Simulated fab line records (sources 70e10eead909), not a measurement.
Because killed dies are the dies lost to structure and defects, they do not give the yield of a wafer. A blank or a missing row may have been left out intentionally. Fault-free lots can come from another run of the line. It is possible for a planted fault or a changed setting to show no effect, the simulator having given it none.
Chamber matching    flow nandHarc    NHARC_P_M1_DESCUM_14 on rieDiel-08 has 4 sister chambers
The step chemistry O2, time 3 s. 4 wafers are shown with their chamber, then 11 later ones without.

WAFERS, EACH WITH ITS CHAMBER
wafer   chamber  oesProductAu (a.u.)
L084.2  3        1.020
L088.2  2        0.988
L088.6  0        0.982
L085.1  1        0.975

WAFERS MISSING THEIR CHAMBER
wafer   oesProductAu (a.u.)
L085.2  0.978
L085.3  1.012
L086.1  1.012
L086.2  0.987
L086.5  1.009
L087.1  0.982
L087.4  0.983
L087.6  0.983
L094.1  0.993
L094.2  0.989
L094.5  0.983

EACH ONE'S CHAMBER
wafer   from the rows above           in truth
L085.2  can't be placed: 1 or 0 or 2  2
L085.3  3                             3
L086.1  3                             3
L086.2  can't be placed: 2 or 0       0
L086.5  can't be placed: 3 or 2       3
L087.1  can't be placed: 0 or 2 or 1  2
L087.4  can't be placed: 0 or 2 or 1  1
L087.6  can't be placed: 0 or 2 or 1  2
L094.1  can't be placed: 2 or 0       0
L094.2  can't be placed: 2 or 0       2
L094.5  can't be placed: 0 or 2 or 1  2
Placed correctly: 2 of 11. Cannot be placed on the basis of these rows: 9; the candidates contain the true chamber in 9. Placed wrongly: 0.
How it was worked out, from the rows above alone: a wafer's distance from a chamber is the root of the sum, over the readings, of the square of ((its reading less the chamber's mean) divided by the reading's scatter). The wafer belongs to the nearest chamber; if the next one is less than 2 further off, it can't be placed. For every chamber, the mean is computed from those of its wafers that are shown. The scatter: with one shown wafer a chamber, the root of the mean of the squares of how far each hidden wafer lies from its nearest shown one.
